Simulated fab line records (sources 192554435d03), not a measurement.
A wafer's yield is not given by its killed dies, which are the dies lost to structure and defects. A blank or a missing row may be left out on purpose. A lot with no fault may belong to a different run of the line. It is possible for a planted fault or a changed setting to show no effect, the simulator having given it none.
Problem report in the 8D (eight disciplines) form, filled by code | flow n5-finfet | the parts of the form that need people (team, actions taken, sign-off) are left out

## 1. THE PROBLEM
Wafers without a fault read 347.6 W, standard deviation 1.2; rf-fwd-power-W at N5_BEOL_M2_VIA_ETCH_34 reads a mean of 263.6 W on 6 wafers belonging to 2 lots. That is -70 standard deviations from the usual mean.
The step: etches the open film in C4F6/O2, target depth 69.4 nm, time 65.9 s.
First seen on wafer L737.1, day 11 07:04, on rie-diel-02. The record has a number at this step for 18 wafers belonging to 6 lots. The rule behind "out" and "out of limits": a value lying over 4 standard deviations away from the usual mean. Any other wafer with a number is counted as sound.

## 2. WHAT IT IS AND WHAT IT IS NOT
question                    | is                     | is not
which readings at this step | rf-fwd-power-W         | chamber-pressure-mTorr, drypump-motor-current-A, oes-product-au, showerhead-plenum-p-Torr, throttle-valve-pct
which lots                  | L737, L739             | L722, L730, L740, L745
which wafers of those lots  | all that have a number | -
read on which tools         | rie-diel-02            | rie-diel-05, rie-diel-06
when                        | from day 11 07:04      | up to then (6 sound wafers); but 6 sound wafers of L740, L745 came after

## 3. THE SUSPECTS, EACH WITH WHAT RULES IT OUT
Counting: a tool stays on the suspect list if, at a process step up to the reading, it processed all lots that are out and no sound lot following the first of them.
- rie-diel-02 at N5_BEOL_M2_ETCH_70 (etches SOC in N2/H2, target depth 80 nm, overetch 24 nm, time 130 s): kept. Every lot that is out went through it, starting with L737 (day 11 06:58), and after that it ran no sound lot; the last sound lot it ran before then is L730 (day 9 04:40).
- rie-diel-02 at N5_BEOL_M2_VIA_ETCH_34 (etches the open film in C4F6/O2, target depth 69.4 nm, time 65.9 s): kept. Every lot that is out went through it, starting with L737 (day 11 07:04), and after that it ran no sound lot; the last sound lot it ran before then is L730 (day 9 04:46). On those wafers its own readings are out: rf-fwd-power-W.
What counting leaves: rie-diel-02 at N5_BEOL_M2_ETCH_70 and rie-diel-02 at N5_BEOL_M2_VIA_ETCH_34.

## 4. THE CAUSE (what the simulator had put in)
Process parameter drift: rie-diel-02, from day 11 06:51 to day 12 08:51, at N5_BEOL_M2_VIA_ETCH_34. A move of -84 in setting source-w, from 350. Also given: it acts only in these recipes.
After counting, 2 suspects remain, this tool included.

## 5. THE EFFECT CHAIN, in route order
Rows list readings where the struck wafers' mean (over those with a number) sits beyond 3 standard deviations from the usual. Only readings whose record carries a usual standard deviation are examined. hours: median over the lots of the time between each lot's start at the first step of this table that gives one and its start at this step. sigmas: the change, counted in usual standard deviations.
hours | step                   | reading        | usual   | on struck wafers | change | sigmas
0     | N5_BEOL_M2_VIA_ETCH_34 | rf-fwd-power-W | 347.6 W | 263.6            | -84.0  | -70
0     | N5_BEOL_M2_VIA_ETCH_34 | rf-vpp-V       | 658 V   | 764              | +106   | +6.2
Process steps it contains:
- N5_BEOL_M2_VIA_ETCH_34: etches the open film in C4F6/O2, target depth 69.4 nm, time 65.9 s.
At these later measuring or inspecting steps, every struck wafer for which the step has a row has a number for every such reading, and none has moved that far: N5_BEOL_M4_RC_MEAS_101.

## 6. HOW IT WOULD HAVE BEEN CAUGHT EARLIER
In this record no reading fell out of limits until day 11 07:04, 0 hours after the fault had begun at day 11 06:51.
